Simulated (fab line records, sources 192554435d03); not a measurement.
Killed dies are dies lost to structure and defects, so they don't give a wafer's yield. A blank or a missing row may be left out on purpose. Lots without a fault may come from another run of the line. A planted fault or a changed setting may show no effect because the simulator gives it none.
fab line records | flow n5_finfet | part 1 of 2: steps 1 to 20 of 28
record lots=5 wafers=15 last_day=20
route steps=1938 shown BEOL_M15@1826 PASS1_DEP@1831 MIM_BOT@1832 MIM_TOP@1834 MIM_TOP_LITHO@1839 MIM_TOP_ETCH@1851
lots that met no fault: from a run of the same line without faults
start_h: hours from the record's first day to the start of the lot's first wafer shown | wait_h: hours since the lot's step before | " the same as in the row above | L1.1+2: a row that stands for several wafers | - no value, or no start given | * or withheld: withheld | < > ~ a bound
route shown NAME@n: a module of which the file shows steps, and the number in the route of the first | usual: mean/standard deviation of fault-free wafers | same: alike in all rows | chamber/n: place in a boat | sites: the reading at each site | _std_site: their standard deviation | _edge_site: outer sites' mean less inner sites' | radius_mm: how far each site lies from the wafer's centre | mask NAME#n: copy n | behind: the tool/chamber that last shaped the wafer | hold: why the lot was held/for how many hours/how that ended | device: the transistor (n, p or np) that didn't switch | end of line: the same wafers' tests at the end of the route | a step without rows: its recipe alone | killed: dies lost to structure and defects at the first sort, not the wafer's yield | map: a wafer's dies, x killed, . not, _ none there
set.NAME: the setting as run; set.NAME@STEP: as run at that earlier step | model.NAME: the simulator's own value behind a step, which no gauge read
lots at some steps of the route; a table a step, a row a wafer
services: from which hour (start_h, from the record's first day; less than 0 if before it) a tool's chamber was out of use, for how many hours, and why
## steps
# step N5_BEOL_M15_PRE_CLEAN_52
# recipe gas=NH3 time_s=15 temp_c=withheld rf_power_w=300
# same time_s=15
# columns lot.wafer tool chamber start_h wait_h
L079.1+2+4 pecvd-02 1,0,1 318.80 0.0
L082.1+3+6 pecvd-02 0,2,1 324.84 0.0
L093.3+4+6 pecvd-01 1,0,2 440.90 0.0
L097.2+3+5 pecvd-01 0,2,2 451.25 0.0
L096.2+3+5 pecvd-01 1,2,0 464.02 0.0
# step N5_BEOL_M15_DEP_53
# recipe material=SiCN target_thk_a=500 temp_c=withheld precursor=3MS/NH3 pressure_torr=3 rf_w=675 time_s=17.8
# usual showerhead_plenum_p_Torr=4.163/0.015 throttle_valve_pct=18.1/1.2
# same time_s=17.8
# columns lot.wafer tool chamber start_h wait_h showerhead_plenum_p_Torr throttle_valve_pct
L079.1 pecvd-02 1 318.83 0.0 4.175 19.2
L079.2 " 0 " " 4.174 19.8
L079.4 " 1 " " 4.171 19.4
L082.1 pecvd-02 0 324.87 0.0 4.181 19.6
L082.3 " 2 " " 4.167 17.0
L082.6 " 1 " " 4.170 19.2
L093.3 pecvd-01 1 440.93 0.0 4.165 18.3
L093.4 " 0 " " 4.127 17.5
L093.6 " 2 " " 4.176 17.0
L097.2 pecvd-01 0 451.27 0.0 4.127 17.6
L097.3 " 2 " " 4.173 16.9
L097.5 " 2 " " 4.167 16.8
L096.2 pecvd-01 1 464.05 0.0 4.160 18.3
L096.3 " 2 " " 4.177 16.8
L096.5 " 0 " " 4.124 17.3
# step N5_BEOL_M15_RS_MEAS_54
# recipe thk_meas_gauge=four-point-probe reads=Cu_of_BEOL_M15_ECD_47+Ta_of_BEOL_M15_SPUTTER_44+TaN_of_BEOL_M15_SPUTTER_43
# usual M15_RS=0.02167/0.00026
# columns lot.wafer tool chamber start_h wait_h M15_RS[ohm/sq]
L079.1 film_metro-01 - 318.90 0.0 0.02211
L079.2 " - " " 0.02156
L079.4 " - " " 0.02149
L082.1 film_metro-01 - 324.94 0.0 0.02205
L082.3 " - " " 0.02165
L082.6 " - " " 0.02238
L093.3 film_metro-02 - 441.00 0.1 0.02189
L093.4 " - " " 0.0211
L093.6 " - " " 0.02161
L097.2 film_metro-01 - 451.34 0.1 0.02133
L097.3 " - " " 0.02174
L097.5 " - " " 0.02158
L096.2 film_metro-01 - 464.12 0.1 0.02181
L096.3 " - " " 0.02203
L096.5 " - " " 0.02163
# step N5_BEOL_M15_INSPECT_55
# recipe inspect_instrument=darkfield mode=post_dep
# usual raw_defect_count=65/22
# columns lot.wafer tool chamber start_h wait_h raw_defect_count
L079.1 defect_inspect-02 - 318.92 0.0 64
L079.2 " - " " 64
L079.4 " - " " 64
L082.1 defect_inspect-02 - 324.96 0.0 103
L082.3 " - " " 80
L082.6 " - " " 91
L093.3 defect_inspect-01 - 441.02 0.0 54
L093.4 " - " " 47
L093.6 " - " " 32
L097.2 defect_inspect-02 - 451.37 0.0 72
L097.3 " - " " 76
L097.5 " - " " 165
L096.2 defect_inspect-02 - 464.14 0.0 84
L096.3 " - " " 62
L096.5 " - " " 51
# step N5_BEOL_M15_RC_MEAS_101
# usual COMB_M10=1.5e-11/3.2e-12 COMB_M11=1.5e-11/3.2e-12 COMB_M12=6.9e-12/1.6e-12 COMB_M13=5.4e-12/1e-12 COMB_M14=4e-12/8.6e-13 COMB_M15=3e-12/8.8e-13 COMB_M5=3.7e-11/7.6e-12 COMB_M6=2.6e-11/5.1e-12 COMB_M7=2.5e-11/5e-12 COMB_M8=2.6e-11/4.8e-12 COMB_M9=1.44e-11/2.5e-12 SERP_M10=3.11/0.06 SERP_M11=3.08/0.052 SERP_M12=0.643/0.014 SERP_M13=0.312/0.0045 SERP_M14=0.163/0.0031 SERP_M5=39.4/1.3 SERP_M6=13.9/0.43 SERP_M7=14.1/0.42 SERP_M8=13.9/0.45 SERP_M9=3.09/0.068
# columns lot.wafer tool chamber start_h wait_h COMB_M10[S/m] COMB_M11[S/m] COMB_M12[S/m] COMB_M13[S/m] COMB_M14[S/m] COMB_M15[S/m] COMB_M5[S/m] COMB_M6[S/m] COMB_M7[S/m] COMB_M8[S/m] COMB_M9[S/m] SERP_M10[ohm/um] SERP_M11[ohm/um] SERP_M12[ohm/um] SERP_M13[ohm/um] SERP_M14[ohm/um] SERP_M5[ohm/um] SERP_M6[ohm/um] SERP_M7[ohm/um] SERP_M8[ohm/um] SERP_M9[ohm/um]
L079.1 prober-01 0 318.95 0.0 1.4e-11 1.7e-11 5e-12 3.2e-12 3.6e-12 2.6e-12 3.7e-11 2.3e-11 1.4e-11 3.3e-11 1.55e-11 3.15 3.05 0.642 0.315 0.161 38.0 14.0 14.3 14.2 3.10
L079.2 " 0 " " 1.2e-11 1e-11 6.2e-12 3.7e-12 4.2e-12 1.9e-12 5.2e-11 2.8e-11 1.5e-11 2.2e-11 1.79e-11 3.07 3.09 0.657 0.306 0.171 36.4 13.6 14.6 14.6 3.12
L079.4 " 0 " " 1.3e-11 1.1e-11 4.9e-12 5e-12 3.4e-12 2.4e-12 4.2e-11 3.1e-11 2e-11 4e-11 1.31e-11 3.13 3.06 0.638 0.307 0.157 39.9 13.8 13.9 13.4 3.05
L082.1 prober-02 0 324.99 0.0 1.5e-11 1.6e-11 6.6e-12 6.9e-12 4.3e-12 3.3e-12 2.6e-11 1.2e-11 2.8e-11 1.8e-11 1.44e-11 3.11 3.18 0.645 0.309 0.161 36.7 14.7 13.9 13.3 3.06
L082.3 " 0 " " 1.1e-11 1.7e-11 5.4e-12 4.9e-12 3.8e-12 3.3e-12 3.7e-11 1.9e-11 2.8e-11 2.4e-11 1.64e-11 3.09 3.10 0.653 0.311 0.169 39.5 13.9 14.3 13.5 2.99
L082.6 " 0 " " 1.2e-11 1.6e-11 6.2e-12 5.9e-12 4.5e-12 3.8e-12 3.3e-11 2.3e-11 2.8e-11 2.2e-11 1.72e-11 3.04 3.14 0.657 0.314 0.162 38.0 14.0 13.8 13.2 3.09
L093.3 prober-01 0 441.44 0.4 1.4e-11 1.2e-11 5.3e-12 4.1e-12 3e-12 2e-12 3.9e-11 3.5e-11 1.7e-11 2.7e-11 8.5e-12 3.11 3.17 0.612 0.303 0.165 39.2 13.3 13.8 13.0 3.03
L093.4 " 0 " " 1.6e-11 1.1e-11 5e-12 5e-12 3.3e-12 2.6e-12 3.7e-11 2.9e-11 2.5e-11 2.4e-11 1.14e-11 3.16 3.17 0.658 0.308 0.160 40.8 14.7 13.8 13.0 3.00
L093.6 " 0 " " 1.2e-11 1.1e-11 6.7e-12 3.2e-12 3.4e-12 1.3e-12 2.8e-11 2.3e-11 3e-11 2.8e-11 1.7e-11 3.06 3.06 0.654 0.306 0.161 39.3 13.6 14.2 13.3 3.04
L097.2 prober-02 0 451.55 0.2 1.6e-11 2.1e-11 7.2e-12 6.8e-12 3.6e-12 4.7e-12 3.6e-11 3.2e-11 2.2e-11 2.8e-11 1.36e-11 3.00 3.05 0.648 0.316 0.160 38.3 13.7 14.4 14.1 3.07
L097.3 " 0 " " 1.5e-11 1.7e-11 6e-12 5.4e-12 4.8e-12 3.7e-12 3.8e-11 2.6e-11 2.1e-11 3e-11 1.29e-11 3.08 3.03 0.634 0.310 0.162 39.0 13.8 14.1 13.5 3.09
L097.5 " 0 " " 1.6e-11 1.9e-11 7.9e-12 5.9e-12 5.3e-12 3.6e-12 3.5e-11 2.8e-11 2.4e-11 3.3e-11 1.15e-11 3.09 3.18 0.638 0.311 0.163 36.9 13.7 14.1 13.7 3.13
L096.2 prober-02 0 464.32 0.2 1.3e-11 1.5e-11 7.4e-12 5.3e-12 4.7e-12 5.2e-12 5.2e-11 2.1e-11 3e-11 2e-11 1.4e-11 2.93 3.18 0.660 0.311 0.162 38.4 13.8 13.9 13.9 3.08
L096.3 " 0 " " 1.1e-11 1.7e-11 6.6e-12 4.9e-12 3.9e-12 4.4e-12 4.4e-11 3.1e-11 2.5e-11 2.9e-11 1.34e-11 3.00 3.12 0.642 0.302 0.161 40.9 13.6 14.8 14.4 3.10
L096.5 " 0 " " 1.9e-11 1.5e-11 7.1e-12 5.8e-12 3.9e-12 4.6e-12 3e-11 2.4e-11 2.8e-11 2.9e-11 1.38e-11 3.07 3.10 0.662 0.312 0.164 39.4 13.6 14.7 13.6 3.08
# step N5_PASSIVATION_PECVD_00
# recipe material=SiO2 target_thk_a=2000 temp_c=400 precursor=SiH4/N2O pressure_torr=2.7 rf_w=608 time_s=11.2
# usual heater_power_w=670/95 showerhead_plenum_p_Torr=8.22/0.062 throttle_valve_pct=52/3.6
# same time_s=11.2
# columns lot.wafer tool chamber start_h wait_h heater_power_w showerhead_plenum_p_Torr throttle_valve_pct
L079.1 pecvd-04 0 319.91 0.8 600 8.19 55
L079.2 " 1 " " 740 8.37 48
L079.4 " 2 " " 596 8.24 50
L082.1 pecvd-03 2 325.96 0.8 661 8.17 48
L082.3 " 0 " " 742 8.15 58
L082.6 " 1 " " 797 8.21 51
L093.3 pecvd-03 0 442.11 0.5 810 8.16 57
L093.4 " 2 " " 642 8.17 48
L093.6 " 1 " " 848 8.21 52
L097.2 pecvd-02 2 452.36 0.7 668 8.22 48
L097.3 " 1 " " 664 8.19 50
L097.5 " 0 " " 545 8.21 57
L096.2 pecvd-02 2 465.13 0.7 737 8.19 49
L096.3 " 1 " " 598 8.20 50
L096.5 " 0 " " 462 8.23 57
# step N5_MIM_BOT_DEGAS_01
# recipe ambient=vacuum temp_c=300 time_s=60
# usual heater_power_w=440/56
# same time_s=60
# columns lot.wafer tool chamber start_h wait_h heater_power_w
L079.1 pvd_sputter-01 - 321.48 1.5 442
L079.2 " - " " 413
L079.4 " - " " 394
L082.1 pvd_sputter-03 - 326.95 1.0 438
L082.3 " - " " 566
L082.6 " - " " 580
L093.3 pvd_sputter-03 - 444.67 2.5 576
L093.4 " - " " 348
L093.6 " - " " 571
L097.2 pvd_sputter-01 - 453.87 1.5 486
L097.3 " - " " 414
L097.5 " - " " 487
L096.2 pvd_sputter-03 - 465.98 0.8 441
L096.3 " - " " 349
L096.5 " - " " 436
# step N5_MIM_BOT_SPUTTER_00
# recipe material=TiN target_thk_a=350 temp_c=200 power_w=3000 chamber_pressure_pa=0.49996 gas=Ar reactive_partial_pa=0.37997 time_s=89.7
# usual substrate_temp_c=200.00/0.19 throttle_valve_pct=30.3/1.5
# same time_s=89.7
# columns lot.wafer tool chamber start_h wait_h substrate_temp_c throttle_valve_pct
L079.1 pvd_sputter-01 - 321.52 0.0 199.92 30.1
L079.2 " - " " 200.10 28.4
L079.4 " - " " 200.28 29.6
L082.1 pvd_sputter-03 - 326.99 0.0 200.28 29.9
L082.3 " - " " 200.13 32.4
L082.6 " - " " 200.17 32.2
L093.3 pvd_sputter-03 - 444.71 0.0 200.03 32.4
L093.4 " - " " 200.39 30.9
L093.6 " - " " 200.03 32.6
L097.2 pvd_sputter-01 - 453.91 0.0 199.91 33.0
L097.3 " - " " 199.58 29.6
L097.5 " - " " 199.74 33.1
L096.2 pvd_sputter-03 - 466.02 0.0 199.90 29.7
L096.3 " - " " 199.85 31.1
L096.5 " - " " 199.91 30.0
# step N5_MIM_TOP_ALD_00
# recipe material=Al2O3 target_thk_a=* temp_c=withheld ald_precursor_family=TMA ald_co_reactant=O3 pulse_time_s=withheld purge_time_s=3 co_reactant_purge_time_s=withheld co_reactant_pulse_time_s=3 ald_cycles=withheld
# usual precursor_pulse_height_rel=0.999/0.021
# columns lot.wafer tool chamber start_h wait_h precursor_pulse_height_rel
L079.1 ald_hk-03 1 321.62 0.1 1.026
L079.2 " 0 " " 1.010
L079.4 " 2 " " 1.011
L082.1 ald_hk-02 3 327.09 0.1 0.985
L082.3 " 0 " " 0.999
L082.6 " 0 " " 1.006
L093.3 ald_hk-02 0 444.81 0.1 1.024
L093.4 " 2 " " 1.015
L093.6 " 3 " " 1.018
L097.2 ald_hk-02 1 454.01 0.1 1.004
L097.3 " 0 " " 1.016
L097.5 " 0 " " 1.026
L096.2 ald_hk-02 1 466.12 0.1 1.032
L096.3 " 3 " " 0.996
L096.5 " 1 " " 0.970
# step N5_MIM_TOP_ALD_01
# recipe material=HfO2 target_thk_a=56 temp_c=withheld ald_precursor_family=Hf-amide ald_co_reactant=O3 pulse_time_s=1 purge_time_s=3 co_reactant_purge_time_s=2 co_reactant_pulse_time_s=3 ald_cycles=62
# usual precursor_pulse_height_rel=0.999/0.021
# columns lot.wafer tool chamber start_h wait_h precursor_pulse_height_rel
L079.1 ald_hk-03 1 - - 1.020
L079.2 " 0 " " 1.003
L079.4 " 2 " " 1.006
L082.1 ald_hk-02 3 - - 1.015
L082.3 " 0 " " 0.957
L082.6 " 0 " " 0.987
L093.3 ald_hk-02 0 - - 0.967
L093.4 " 2 " " 0.996
L093.6 " 3 " " 1.046
L097.2 ald_hk-02 1 - - 0.988
L097.3 " 0 " " 1.007
L097.5 " 0 " " 0.968
L096.2 ald_hk-02 1 - - 0.992
L096.3 " 3 " " 1.011
L096.5 " 1 " " 0.971
# step N5_MIM_TOP_ALD_02
# recipe material=Al2O3 target_thk_a=* temp_c=withheld ald_precursor_family=TMA ald_co_reactant=O3 pulse_time_s=withheld purge_time_s=3 co_reactant_purge_time_s=withheld co_reactant_pulse_time_s=3 ald_cycles=withheld
# usual precursor_pulse_height_rel=1.002/0.02
# columns lot.wafer tool chamber start_h wait_h precursor_pulse_height_rel
L079.1 ald_hk-03 1 - - 0.966
L079.2 " 0 " " 1.026
L079.4 " 2 " " 0.979
L082.1 ald_hk-02 3 - - 1.015
L082.3 " 0 " " 1.004
L082.6 " 0 " " 1.006
L093.3 ald_hk-02 0 - - 0.984
L093.4 " 2 " " 1.017
L093.6 " 3 " " 0.985
L097.2 ald_hk-02 1 - - 0.959
L097.3 " 0 " " 1.012
L097.5 " 0 " " 0.990
L096.2 ald_hk-02 1 - - 1.032
L096.3 " 3 " " 1.018
L096.5 " 1 " " 1.026
# step N5_MIM_TOP_DEGAS_04
# recipe ambient=vacuum temp_c=300 time_s=60
# usual heater_power_w=439/48
# same time_s=60
# columns lot.wafer tool chamber start_h wait_h heater_power_w
L079.1 pvd_sputter-02 - 322.90 - 425
L079.2 " - " " 491
L079.4 " - " " 449
L082.1 pvd_sputter-01 - 328.36 - 497
L082.3 " - " " 438
L082.6 " - " " 394
L093.3 pvd_sputter-01 - 447.62 - 421
L093.4 " - " " 489
L093.6 " - " " 428
L097.2 pvd_sputter-02 - 455.05 - 409
L097.3 " - " " 488
L097.5 " - " " 478
L096.2 pvd_sputter-01 - 468.07 - 493
L096.3 " - " " 430
L096.5 " - " " 509
# step N5_MIM_TOP_SPUTTER_03
# recipe material=TiN target_thk_a=350 temp_c=200 power_w=3000 chamber_pressure_pa=0.49996 gas=Ar reactive_partial_pa=0.37997 time_s=89.7
# usual substrate_temp_c=199.99/0.16 throttle_valve_pct=30.3/1.5
# same time_s=89.7
# columns lot.wafer tool chamber start_h wait_h substrate_temp_c throttle_valve_pct
L079.1 pvd_sputter-02 - 322.94 0.0 199.99 29.2
L079.2 " - " " 200.20 29.2
L079.4 " - " " 200.20 29.7
L082.1 pvd_sputter-01 - 328.40 0.0 199.95 32.7
L082.3 " - " " 200.29 30.0
L082.6 " - " " 199.88 29.4
L093.3 pvd_sputter-01 - 447.66 0.0 199.97 28.3
L093.4 " - " " 199.76 32.8
L093.6 " - " " 200.00 28.1
L097.2 pvd_sputter-02 - 455.09 0.0 200.26 29.5
L097.3 " - " " 199.93 29.1
L097.5 " - " " 200.02 29.3
L096.2 pvd_sputter-01 - 468.11 0.0 199.92 32.9
L096.3 " - " " 200.10 29.8
L096.5 " - " " 200.09 32.7
# step N5_MIM_TOP_LITHO_HMDS_01
# recipe time_s=60 temp_c=120
# usual plate_temp_C=119.98/0.14
# same time_s=60
# columns lot.wafer tool chamber start_h wait_h plate_temp_C
L079.1 litho_track-02 0 323.04 0.1 119.85
L079.2 " 0 " " 120.00
L079.4 " 0 " " 120.09
L082.1 litho_track-02 0 328.50 0.1 120.08
L082.3 " 0 " " 119.86
L082.6 " 0 " " 119.81
L093.3 litho_track-02 0 447.77 0.1 119.95
L093.4 " 0 " " 119.91
L093.6 " 0 " " 120.00
L097.2 litho_track-01 0 455.20 0.1 120.13
L097.3 " 0 " " 119.92
L097.5 " 0 " " 119.98
L096.2 litho_track-02 0 468.22 0.1 120.02
L096.3 " 0 " " 120.03
L096.5 " 0 " " 120.04
# step N5_MIM_TOP_LITHO_COAT_02
# recipe spin_rpm=* resist_thk_nm=*
# columns lot.wafer tool chamber start_h wait_h
L079.1+2+4 litho_track-02 0 - -
L082.1+3+6 litho_track-02 0 - -
L093.3+4+6 litho_track-02 0 - -
L097.2+3+5 litho_track-01 0 - -
L096.2+3+5 litho_track-02 0 - -
# step N5_MIM_TOP_LITHO_EBR_04
# recipe solvent=PGMEA ebr_width_mm=1.5
# columns lot.wafer tool chamber start_h wait_h
L079.1+2+4 litho_track-02 0 - -
L082.1+3+6 litho_track-02 0 - -
L093.3+4+6 litho_track-02 0 - -
L097.2+3+5 litho_track-01 0 - -
L096.2+3+5 litho_track-02 0 - -
# step N5_MIM_TOP_LITHO_SOFTBAKE_03
# recipe temp_c=100 time_s=90
# usual plate_temp_C=99.99/0.13
# same time_s=90
# columns lot.wafer tool chamber start_h wait_h plate_temp_C
L079.1 litho_track-02 0 - - 99.94
L079.2 " 0 " " 100.01
L079.4 " 0 " " 99.94
L082.1 litho_track-02 0 - - 100.27
L082.3 " 0 " " 100.09
L082.6 " 0 " " 100.04
L093.3 litho_track-02 0 - - 99.95
L093.4 " 0 " " 99.78
L093.6 " 0 " " 99.94
L097.2 litho_track-01 0 - - 99.94
L097.3 " 0 " " 100.06
L097.5 " 0 " " 100.03
L096.2 litho_track-02 0 - - 99.96
L096.3 " 0 " " 99.97
L096.5 " 0 " " 100.17
# step N5_MIM_TOP_LITHO_EXPOSE_05
# recipe mask_id=MIM_TOP na=0.55 source_shape=conventional sigma_outer=0.8 polarization=unpolarized target_cd_nm=2000 dose_mj=20.5
# usual reticle_temp_C=23.00/0.1
# columns lot.wafer tool chamber start_h wait_h mask reticle_temp_C
L079.1 krf_scanner-01 0 323.28 - MIM_TOP#0 23.06
L079.2 " 0 " " MIM_TOP#0 22.90
L079.4 " 0 " " MIM_TOP#0 23.06
L082.1 krf_scanner-01 0 328.61 - MIM_TOP#0 23.11
L082.3 " 0 " " MIM_TOP#0 23.19
L082.6 " 0 " " MIM_TOP#0 23.16
L093.3 krf_scanner-01 0 447.90 - MIM_TOP#0 23.14
L093.4 " 0 " " MIM_TOP#0 23.01
L093.6 " 0 " " MIM_TOP#0 22.92
L097.2 krf_scanner-02 0 455.43 - MIM_TOP#0 23.00
L097.3 " 0 " " MIM_TOP#0 22.90
L097.5 " 0 " " MIM_TOP#0 23.09
L096.2 krf_scanner-02 0 468.45 - MIM_TOP#0 22.93
L096.3 " 0 " " MIM_TOP#0 22.81
L096.5 " 0 " " MIM_TOP#0 23.04
# step N5_MIM_TOP_LITHO_PEB_06
# recipe peb_temp_c=withheld peb_time_s=*
# columns lot.wafer tool chamber start_h wait_h
L079.1+2+4 litho_track-02 0 323.33 0.1
L082.1+3+6 litho_track-04 0 328.67 0.1
L093.3+4+6 litho_track-02 0 447.94 0.0
L097.2+3+5 litho_track-02 0 455.49 0.0
L096.2+3+5 litho_track-01 0 468.51 0.0
# step N5_MIM_TOP_LITHO_DEVELOP_07
# recipe develop_time_s=60 rinse_liquid=diw dry=air_spin dev_temp_c=21
# usual developer_temp_C=20.99/0.13
# columns lot.wafer tool chamber start_h wait_h developer_temp_C
L079.1 litho_track-02 0 - - 20.96
L079.2 " 0 " " 21.04
L079.4 " 0 " " 21.02
L082.1 litho_track-04 0 - - 21.19
L082.3 " 0 " " 21.23
L082.6 " 0 " " 21.24
L093.3 litho_track-02 0 - - 20.88
L093.4 " 0 " " 21.00
L093.6 " 0 " " 20.81
L097.2 litho_track-02 0 - - 20.99
L097.3 " 0 " " 20.69
L097.5 " 0 " " 20.93
L096.2 litho_track-01 0 - - 21.03
L096.3 " 0 " " 21.02
L096.5 " 0 " " 20.92
